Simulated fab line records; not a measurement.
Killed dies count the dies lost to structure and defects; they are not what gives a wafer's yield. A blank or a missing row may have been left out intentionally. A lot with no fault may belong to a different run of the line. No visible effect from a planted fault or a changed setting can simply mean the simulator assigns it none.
fab line records | flow n5Finfet
record lots=6 wafers=18 lastDay=19
route steps=1938 shown BEOL_M3@938 BEOL_M4@1111
lots that met no fault: taken from a fault-free run of the same line
startH: hours from the record's opening day to when the first of the lot's shown wafers began | waitH: hours since the lot's step before | " identical to the entry in the row above | L1.1+2: one row covering several wafers at once | - no value present, or no start provided | * or withheld: withheld | < > ~ a bound
route shown NAME@n: names a module that has steps shown in the file, with the first one's number in the route | usual: mean/standard deviation of fault-free wafers | same: alike in all rows | chamber/n: place in a boat | sites: readings site by site | _std_site: standard deviation of those values | _edge_site: mean of outer sites minus mean of inner sites | radiusMm: how far each site lies from the wafer's centre | mask NAME#n: copy n | behind: tool/chamber where the wafer was last shaped | hold: what put the lot on hold/how long, in hours/how the hold closed | device: which transistor (n, p or np) failed to switch | end of line: at the end of the route, the tests of the same wafers | a step given without rows: its recipe and nothing more | killed: count of dies lost to structure and defects at first sort (not the wafer's yield) | map: a wafer's dies, x killed, . not, _ none there
set.NAME: the setting that was run; set.NAME@STEP: the one run at that earlier step | model.NAME: the simulator's own value behind a step, which no gauge read
lots seen at some steps along the route; tables by step, rows by wafer
services: when a tool's chamber went out of use (startH, in hours from the record's first day, below 0 if earlier), for how many hours, and the reason
## steps
# step N5_BEOL_M3_COAT_05
# recipe resist=CAR-EUV spinRpm=1500 resistThkNm=30
# step N5_BEOL_M3_EBR_07
# recipe solvent=PGMEA ebrWidthMm=1.5
# step N5_BEOL_M3_SOFTBAKE_06
# recipe tempC=110 timeS=60 resist=CAR-EUV
# step N5_BEOL_M3_EXPOSE_08
# recipe maskId=M3 na=0.33 sourceShape=dipole sigmaInner=0.369 sigmaOuter=0.767 polarization=unpolarized doseMj=33
# step N5_BEOL_M3_PEB_09
# recipe pebTempC=100 pebTimeS=60 resist=CAR-EUV
# step N5_BEOL_M3_DEVELOP_10
# recipe developTimeS=30 developer=TMAH resist=CAR-EUV rinseLiquid=surfactantRinse dry=airSpin devTempC=23
# step N5_BEOL_M3_CD_MEAS_11
# recipe targetCdNm=17.05 landingEnergyEv=500 detector=seInlens polarity=opening
# usual cdNm=17.11/0.25
# columns lot.wafer tool chamber startH waitH cdNm
L216.2 cdSem-01 0 159.87 - 17.29
L216.3 " 0 " " 17.35
L216.5 " 0 " " 17.38
L224.2 cdSem-02 0 220.80 - 17.21
L224.5 " 0 " " 17.22
L224.6 " 0 " " 17.03
L225.1 cdSem-02 0 220.96 - 17.27
L225.4 " 0 " " 17.31
L225.5 " 0 " " 17.41
L218.1 cdSem-01 0 273.17 - 16.74
L218.2 " 0 " " 17.03
L218.5 " 0 " " 16.72
L235.1 cdSem-02 0 288.06 - 16.86
L235.3 " 0 " " 16.95
L235.5 " 0 " " 16.92
L238.1 cdSem-03 0 292.67 - 17.07
L238.3 " 0 " " 17.30
L238.4 " 0 " " 17.21
# step N5_BEOL_M3_OVL_MEAS_12
# recipe pointsPerWafer=522
# usual M3_OVL=-0.3/0.59
# columns lot.wafer tool chamber startH waitH M3_OVL[nm]
L216.2 overlay-01 0 159.90 0.0 -0.9
L216.3 " 0 " " -0.7
L216.5 " 0 " " -0.6
L224.2 overlay-02 0 220.83 0.0 -1.2
L224.5 " 0 " " -0.6
L224.6 " 0 " " -0.9
L225.1 overlay-02 0 220.99 0.0 -0.4
L225.4 " 0 " " 0.4
L225.5 " 0 " " 0.5
L218.1 overlay-01 0 273.20 0.0 0.9
L218.2 " 0 " " 0.5
L218.5 " 0 " " 0.8
L235.1 overlay-02 0 288.09 0.0 -0.2
L235.3 " 0 " " 0.1
L235.5 " 0 " " -0.6
L238.1 overlay-02 0 292.70 0.0 -1.6
L238.3 " 0 " " -1.8
L238.4 " 0 " " -1.1
# step N5_BEOL_M3_INSPECT_13
# recipe mode=adi inspectInstrument=brightfield
# usual rawDefectCount=408/86
# columns lot.wafer tool chamber startH waitH rawDefectCount
L216.2 defectInspect-02 - 159.95 0.0 322
L216.3 " - " " 521
L216.5 " - " " 459
L224.2 defectInspect-01 - 220.88 0.0 503
L224.5 " - " " 328
L224.6 " - " " 355
L225.1 defectInspect-02 - 221.05 0.1 452
L225.4 " - " " 521
L225.5 " - " " 444
L218.1 defectInspect-01 - 273.56 0.3 325
L218.2 " - " " 428
L218.5 " - " " 286
L235.1 defectInspect-02 - 288.16 0.1 453
L235.3 " - " " 532
L235.5 " - " " 466
L238.1 defectInspect-02 - 292.76 0.1 525
L238.3 " - " " 237
L238.4 " - " " 314
# step N5_BEOL_M3_DESCUM_16
# recipe chemistry=O2 timeS=7 sourcePowerW=50 biasPowerW=20 pressureMtorr=20 rfFrequencyHz=2.712e+07 tempC=40 resist=CAR-EUV o2FlowSccm=225
# usual drypumpMotorCurrentA=5.5/0.34 oesProductAu=0.75/0.084 rfVppV=242.6/1.4 showerheadPlenumPTorr=2.06/0.066 throttleValvePct=20.47/0.25
# columns lot.wafer tool chamber startH waitH drypumpMotorCurrentA oesProductAu rfHoursCounterH rfVppV showerheadPlenumPTorr throttleValvePct
L216.2 rieDiel-02 1 160.18 0.2 6.0 0.71 175 240.9 1.98 20.07
L216.3 " 0 " " 5.4 0.70 248 244.0 2.13 20.54
L216.5 " 1 " " 6.0 0.71 - 242.4 1.98 20.05
L224.2 rieDiel-02 0 220.92 0.0 5.4 0.95 13 244.4 2.13 20.21
L224.5 " 1 " " 6.0 0.71 - 241.7 1.98 20.10
L224.6 " 0 " " 5.4 0.95 - 244.3 2.13 20.22
L225.1 rieDiel-02 2 221.14 0.1 5.5 0.70 247 242.4 2.05 20.32
L225.4 " 1 " " 6.0 0.70 196 242.0 1.98 20.09
L225.5 " 3 " " 5.7 0.71 - 242.6 2.06 20.73
L218.1 rieDiel-06 2 273.59 0.0 5.2 0.69 232 242.8 2.16 20.51
L218.2 " 0 " " 4.9 0.85 49 242.6 2.05 20.32
L218.5 " 0 " " 4.9 0.84 - 240.3 2.05 20.30
L235.1 rieDiel-06 1 288.19 0.0 5.6 0.71 226 240.0 1.98 20.36
L235.3 " 2 " " 5.2 0.69 237 243.9 2.16 20.53
L235.5 " 1 " " 5.6 0.71 - 240.2 1.98 20.36
L238.1 rieDiel-06 0 292.85 0.1 5.0 0.83 55 242.2 2.05 20.30
L238.3 " 2 " " 5.2 0.70 238 245.8 2.16 20.53
L238.4 " 3 " " 5.4 0.72 200 241.6 2.01 20.97
# step N5_BEOL_M3_ETCH_74
# recipe chemistry=N2/H2 target=underlayer targetDepthA=65 maskMaterial=CAR-EUV timeS=5.2 ionEnergyEv=200 pressureMtorr=30 sourceW=840 biasW=150 n2FlowSccm=200 h2FlowSccm=200 ends=cleared
# usual biasW=150.0/0.4 drypumpMotorCurrentA=5.5/0.34 etchRfOnTimeS=5.21/0.15 oesProductAu=0.64/0.066 rfVppV=522.8/2.6 showerheadPlenumPTorr=2.50/0.083 throttleValvePct=17.89/0.23
# columns lot.wafer tool chamber startH waitH biasW drypumpMotorCurrentA etchRfOnTimeS oesProductAu rfHoursCounterH rfVppV showerheadPlenumPTorr throttleValvePct
L216.2 rieDiel-02 1 160.21 0.0 150.1 6.1 5.45 0.60 175 518.6 2.43 17.65
L216.3 " 0 " " 150.5 5.4 5.48 0.59 248 525.8 2.59 18.04
L216.5 " 1 " " 149.4 6.1 5.45 0.60 - 520.3 2.44 17.65
L224.2 rieDiel-02 0 220.95 0.0 150.0 5.4 5.12 0.80 13 524.3 2.59 17.67
L224.5 " 1 " " 149.2 6.0 5.36 0.60 - 522.9 2.43 17.67
L224.6 " 0 " " 150.1 5.4 5.17 0.79 - 525.7 2.59 17.68
L225.1 rieDiel-02 2 221.18 0.0 149.6 5.5 5.32 0.59 247 521.5 2.51 17.81
L225.4 " 1 " " 149.6 6.1 5.37 0.59 196 520.3 2.43 17.67
L225.5 " 3 " " 149.0 5.7 5.21 0.59 - 523.2 2.50 18.19
L218.1 rieDiel-06 2 273.63 0.0 149.6 5.2 5.14 0.59 232 526.0 2.63 18.05
L218.2 " 0 " " 150.3 4.9 5.33 0.70 49 523.9 2.48 17.63
L218.5 " 0 " " 150.0 4.9 5.35 0.71 - 521.6 2.48 17.61
L235.1 rieDiel-06 1 288.23 0.0 149.9 5.7 4.89 0.63 226 522.0 2.40 17.68
L235.3 " 2 " " 150.0 5.2 5.09 0.59 237 527.1 2.63 18.05
L235.5 " 1 " " 150.3 5.7 4.90 0.63 - 519.7 2.40 17.73
L238.1 rieDiel-06 0 292.88 0.0 149.1 4.9 5.30 0.71 55 520.6 2.48 17.62
L238.3 " 2 " " 150.3 5.2 5.19 0.59 238 527.2 2.63 18.06
L238.4 " 3 " " 150.5 5.4 5.14 0.61 200 520.5 2.42 18.19
# step N5_BEOL_M3_ETCH_63
# recipe chemistry=CF4 target=SiARC targetDepthA=156 maskMaterial=CAR-EUV timeS=26 ionEnergyEv=80 pressureMtorr=40 sourceW=545 biasW=36 Ar_flow_sccm=100 cf4FlowSccm=100 ends=cleared
# usual biasW=35.99/0.11 drypumpMotorCurrentA=5.5/0.34 etchRfOnTimeS=26.1/0.74 oesProductAu=0.64/0.066 rfVppV=183.7/1.2 showerheadPlenumPTorr=2.10/0.062 throttleValvePct=15.62/0.23
# columns lot.wafer tool chamber startH waitH biasW drypumpMotorCurrentA etchRfOnTimeS oesProductAu rfHoursCounterH rfVppV showerheadPlenumPTorr throttleValvePct
L216.2 rieDiel-02 1 160.23 0.0 35.71 6.0 27.1 0.61 175 182.9 2.04 15.35
L216.3 " 0 " " 35.83 5.4 27.3 0.58 248 184.0 2.19 15.85
L216.5 " 1 " " 35.80 6.0 27.2 0.60 - 183.7 2.04 15.35
L224.2 rieDiel-02 0 220.97 0.0 35.97 5.4 26.1 0.79 13 184.6 2.18 15.40
L224.5 " 1 " " 35.83 6.0 26.9 0.60 - 183.6 2.04 15.39
L224.6 " 0 " " 36.07 5.4 26.1 0.79 - 185.3 2.18 15.40
L225.1 rieDiel-02 2 221.20 0.0 35.88 5.5 26.8 0.60 247 183.6 2.10 15.59
L225.4 " 1 " " 35.82 6.0 27.0 0.60 196 183.3 2.04 15.39
L225.5 " 3 " " 35.93 5.7 26.0 0.60 - 185.2 2.10 15.90
L218.1 rieDiel-06 2 273.64 0.0 35.96 5.2 25.4 0.60 232 184.0 2.20 15.75
L218.2 " 0 " " 35.80 4.9 26.6 0.71 49 183.6 2.08 15.30
L218.5 " 0 " " 35.93 4.9 26.6 0.71 - 184.7 2.08 15.29
L235.1 rieDiel-06 1 288.24 0.0 35.98 5.7 25.1 0.62 226 181.9 2.05 15.65
L235.3 " 2 " " 35.83 5.2 25.8 0.60 237 185.9 2.20 15.74
L235.5 " 1 " " 35.97 5.7 24.9 0.63 - 182.0 2.05 15.65
L238.1 rieDiel-06 0 292.90 0.0 35.98 4.9 27.1 0.70 55 182.1 2.08 15.31
L238.3 " 2 " " 35.91 5.2 26.1 0.60 238 186.2 2.20 15.75
L238.4 " 3 " " 36.04 5.3 26.2 0.61 200 183.2 2.04 15.96
# step N5_BEOL_M3_ETCH_64
# recipe chemistry=N2/H2 target=SOC targetDepthA=750 overetchA=150 maskMaterial=SiARC tempC=40 timeS=112.5 ionEnergyEv=200 pressureMtorr=30 sourceW=840 biasW=150 n2FlowSccm=200 h2FlowSccm=200
# usual biasW=150.0/0.44 drypumpMotorCurrentA=5.5/0.34 oesProductAu=0.60/0.061 rfVppV=522.6/2.4 showerheadPlenumPTorr=2.50/0.083 throttleValvePct=17.85/0.23
# columns lot.wafer tool chamber startH waitH biasW drypumpMotorCurrentA oesProductAu rfHoursCounterH rfVppV showerheadPlenumPTorr throttleValvePct model.SiARC_of_BEOL_M3_COAT_62.thkNm
L216.2 rieDiel-02 1 160.25 0.0 150.4 6.0 0.58 175 521.3 2.43 17.61 7
L216.3 " 0 " " 150.0 5.4 0.56 248 525.3 2.59 18.01 7
L216.5 " 1 " " 150.4 6.0 0.58 - 521.2 2.43 17.61 7
L224.2 rieDiel-02 0 221.00 0.0 149.0 5.4 0.74 13 525.9 2.59 17.64 6.8
L224.5 " 1 " " 181.0 6.1 0.57 - 585.8 2.43 17.64 5.6
L224.6 " 0 " " 149.9 5.5 0.73 - 526.3 2.59 17.62 6.6
L225.1 rieDiel-02 2 221.22 0.0 150.0 5.5 0.56 247 523.0 2.51 17.78 6.8
L225.4 " 1 " " 181.5 6.0 0.56 196 585.5 2.43 17.64 5.8
L225.5 " 3 " " 150.0 5.7 0.56 - 522.2 2.50 18.18 7
L218.1 rieDiel-06 2 273.67 0.0 150.3 5.2 0.56 232 526.4 2.63 17.99 6.6
L218.2 " 0 " " 151.2 4.9 0.66 49 521.4 2.48 17.59 6.8
L218.5 " 0 " " 150.0 5.0 0.67 - 521.6 2.48 17.57 6.8
L235.1 rieDiel-06 1 288.27 0.0 149.8 5.7 0.57 226 519.1 2.40 17.66 6.4
L235.3 " 2 " " 150.4 5.2 0.55 237 525.4 2.63 18.03 6.6
L235.5 " 1 " " 150.2 5.7 0.57 - 519.6 2.40 17.67 6.4
L238.1 rieDiel-06 0 292.92 0.0 150.2 4.9 0.67 55 522.3 2.48 17.61 7
L238.3 " 2 " " 149.8 5.2 0.55 238 528.1 2.62 18.01 6.6
L238.4 " 3 " " 150.1 5.4 0.57 200 517.8 2.42 18.16 6.8
# step N5_BEOL_M3_STRIP_65
# recipe chemistry=N2/H2 tempC=40 n2FlowSccm=200 h2FlowSccm=200 rfFrequencyHz=6e+07
# step N5_BEOL_M4_RC_MEAS_101
# usual DIBL_N=36.0/1.7 DIBL_P=36.2/1.9 IOFF_N=0.154/0.028 IOFF_P=0.21/0.036 ION_N=675/11 ION_P=463/8.3 SS_N=71.4/0.63 SS_P=73.2/0.55 VT_N=250.2/3 VT_P=-251/3.7
# columns lot.wafer tool chamber startH waitH DIBL_N[mV/V] DIBL_P[mV/V] IOFF_N[nA/um] IOFF_P[nA/um] ION_N[uA/um] ION_P[uA/um] SS_N[mV/dec] SS_P[mV/dec] VT_N[mV] VT_P[mV]
L216.2 prober-02 0 192.96 0.2 36.5 36.0 0.173 0.28 703 491 70.8 73.6 246.7 -242
L216.3 " 0 " " 36.5 35.7 0.157 0.26 687 473 71.4 73.4 249.5 -244
L216.5 " 0 " " 34.7 33.6 0.138 0.22 690 479 70.2 72.9 249.6 -245
L224.2 prober-01 0 276.47 0.2 35.3 37.1 0.151 0.21 679 471 70.7 73.5 249.1 -248
L224.5 " 0 " " 36.5 38.7 0.174 0.23 673 462 71.1 74.4 246.9 -250
L224.6 " 0 " " 35.8 37.8 0.161 0.22 690 473 71.5 73.3 249.3 -248
L225.1 prober-02 0 281.91 0.0 36.8 34.9 0.152 0.18 660 448 71.8 73.0 253.4 -254
L225.4 " 0 " " 34.3 33.4 0.118 0.17 666 458 71.0 73.1 252.1 -253
L225.5 " 0 " " 35.0 34.5 0.134 0.18 670 461 71.5 72.9 247.7 -250
L218.1 prober-01 0 306.90 0.0 36.1 37.7 0.192 0.24 691 470 72.3 74.3 246.1 -250
L218.2 " 0 " " 35.2 36.8 0.161 0.22 682 468 71.5 74.2 249.8 -252
L218.5 " 0 " " 34.1 35.4 0.134 0.19 678 466 71.5 73.2 254.3 -252
L235.1 prober-01 0 339.84 0.0 37.6 37.2 0.167 0.23 667 467 71.5 73.9 250.3 -249
L235.3 " 0 " " 35.0 34.2 0.129 0.19 669 456 70.8 72.8 252.8 -248
L235.5 " 0 " " 35.9 36.0 0.144 0.21 660 460 71.6 73.5 253.2 -248
L238.1 prober-01 0 344.15 0.0 37.2 37.7 0.191 0.28 681 471 71.9 73.7 248.2 -247
L238.3 " 0 " " 38.5 38.3 0.218 0.29 704 482 72.1 74.1 243.7 -244
L238.4 " 0 " " 39.2 38.9 0.211 0.30 682 473 72.8 72.8 246.9 -244
## services
# columns tool chamber startH hours kind
rieDiel-02 1 154.13 5.4 repair
rieDiel-02 0 165.92 - clean
rieDiel-02 0 165.92 - consumableReplace:focusRing
rieDiel-02 0 165.92 16.7 scheduledDown
rieDiel-02 0 165.92 16.7 ventCycle
rieDiel-02 - 179.40 1.0 repair
rieDiel-06 2 189.08 10.0 repair
rieDiel-06 - 200.13 14.6 pm
rieDiel-06 2 226.76 7.4 repair
rieDiel-02 2 234.77 - clean
rieDiel-02 2 234.77 - consumableReplace:focusRing
rieDiel-02 2 234.77 18.5 scheduledDown
rieDiel-02 2 234.77 18.5 ventCycle
rieDiel-02 - 257.06 72.1 repair
## key
firstSign step=N5_BEOL_M3_ETCH_64 reading=biasW direction=up sigmas=72 usual=* struck=*
effect step=N5_BEOL_M3_ETCH_64 reading=rfVppV direction=up sigmas=27 usual=522.6 struck=585.6
modelEffect step=N5_BEOL_M3_ETCH_64 value=SiARC_of_BEOL_M3_COAT_62.thkNm without=7 struck=5.7
metAt N5_BEOL_M3_ETCH_64
struckWafers L224.5,L225.4
onsetBetween 160.25 221.00
fault kind=processParameterDrift tool=rieDiel-02 chamber=1 onsetH=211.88 steps=N5_BEOL_M3_ETCH_64 channel=biasW offset=* shape=step endH=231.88 actsIn=* stated=*
